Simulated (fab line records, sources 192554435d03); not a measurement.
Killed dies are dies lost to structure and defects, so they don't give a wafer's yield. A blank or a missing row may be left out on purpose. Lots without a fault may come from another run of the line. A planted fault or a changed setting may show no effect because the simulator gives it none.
Chamber matching | flow n5_finfet | N5_BEOL_M5_CURE_80 on uv_cure-03: 3 sister chambers
The step cures SiCOH lowk, time 120 s. 20 wafers are shown with their chamber, then 10 later ones without.

WAFERS WITH THEIR CHAMBER
wafer  | chamber | wafer_temp_C_max | lamp_power_pct (%)
L074.1 | 2       | 371.3            | 52.30
L074.3 | 2       | 371.0            | 52.30
L074.6 | 2       | 371.0            | 52.35
L074.2 | 2       | 371.5            | 52.28
L074.4 | 2       | 371.2            | 52.30
L074.5 | 2       | 371.6            | 52.38
L079.1 | 1       | 372.8            | 52.30
L079.4 | 1       | 372.5            | 52.28
L079.6 | 1       | 372.1            | 52.30
L083.2 | 0       | 372.9            | 52.29
L083.4 | 0       | 371.9            | 52.33
L083.6 | 0       | 372.7            | 52.27
L087.1 | 1       | 374.5            | 52.26
L087.2 | 1       | 372.9            | 52.19
L087.5 | 1       | 372.7            | 52.39
L087.3 | 1       | 372.4            | 52.33
L087.4 | 1       | 372.4            | 52.26
L087.6 | 1       | 374.0            | 52.24
L090.3 | 0       | 372.9            | 52.42
L090.4 | 0       | 372.0            | 52.33

SIGNATURES (means of the wafers above)
reading          | chamber 0 | chamber 1 | chamber 2 | scatter within a chamber
wafer_temp_C_max | 372.480   | 372.922   | 371.267   | 0.613
lamp_power_pct   | 52.3280   | 52.2833   | 52.3183   | 0.0522
Rule: a wafer's distance from a chamber is the root of the sum, over the readings, of the square of ((its reading less the chamber's mean) divided by the reading's scatter). The wafer belongs to the nearest chamber; if the next one is less than 2 further off, it can't be placed. The scatter: the root of (the sum of the squares of (reading less its chamber's mean) over the shown wafers, divided by (wafers less chambers)).

WAFERS WITHOUT THEIR CHAMBER
wafer  | wafer_temp_C_max | lamp_power_pct (%)
L090.5 | 371.6            | 52.23
L092.1 | 371.2            | 52.40
L092.2 | 371.1            | 52.28
L092.6 | 371.4            | 52.37
L095.2 | 371.6            | 52.34
L095.5 | 371.7            | 52.29
L095.6 | 371.4            | 52.29
L097.2 | 370.6            | 52.43
L097.3 | 371.1            | 52.26
L097.6 | 371.0            | 52.29

WHICH CHAMBER EACH WENT THROUGH
wafer  | from the rows above          | in truth
L090.5 | can't be placed: 2 or 0 or 1 | 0
L092.1 | can't be placed: 2 or 0      | 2
L092.2 | can't be placed: 2 or 0      | 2
L092.6 | can't be placed: 2 or 0 or 1 | 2
L095.2 | can't be placed: 2 or 0 or 1 | 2
L095.5 | can't be placed: 2 or 0 or 1 | 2
L095.6 | can't be placed: 2 or 0 or 1 | 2
L097.2 | can't be placed: 2 or 0      | 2
L097.3 | can't be placed: 2 or 0 or 1 | 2
L097.6 | can't be placed: 2 or 0      | 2
Placed correctly: 0 of 10. Can't be placed from these rows: 10 (the true chamber is among the candidates in 10). Placed wrongly: 0.
